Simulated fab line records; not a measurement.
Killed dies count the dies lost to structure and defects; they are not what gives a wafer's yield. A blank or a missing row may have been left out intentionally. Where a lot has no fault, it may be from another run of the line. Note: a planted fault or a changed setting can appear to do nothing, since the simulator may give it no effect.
Matching of chambers ; flow nand-harc ; 4 sister chambers for NHARC_A_STAIRCASE_ETCH_169 on rie-diel-05
The step etches the open film in CH3F/O2, target depth 50 nm, time 107.1 s. 4 wafers are shown with their chamber, then 9 later ones without.

WAFERS, EACH WITH ITS CHAMBER
wafer;chamber;showerhead-plenum-p-Torr (Torr)
L084.3;2;2.59
L088.1;0;2.50
L088.3;1;2.31
L088.4;3;2.36

WAFERS MISSING THEIR CHAMBER
wafer;showerhead-plenum-p-Torr (Torr)
L091.1;2.31
L091.2;2.49
L091.5;2.58
L092.1;2.36
L092.2;2.49
L092.4;2.58
L095.1;2.31
L095.2;2.58
L095.5;2.58

CHAMBER TAKEN BY EACH
wafer;from the rows above;in truth
L091.1;1;1
L091.2;0;0
L091.5;2;2
L092.1;3;3
L092.2;0;0
L092.4;2;2
L095.1;1;1
L095.2;2;2
L095.5;2;2
Placed correctly: 9 of 9. Can't be placed from these rows: 0. Placed wrongly: 0.
How it was worked out, from the rows above alone: a wafer's distance from a chamber is the root of the sum, over the readings, of the square of ((its reading less the chamber's mean) divided by the reading's scatter). If the next closest chamber is less than 2 further off than the closest, the wafer can't be placed; otherwise it belongs to the closest. The mean given for a chamber averages the wafers shown for that chamber. The scatter (one wafer shown for each chamber): square how far every hidden wafer sits from the nearest shown wafer, average those squares and take the square root.
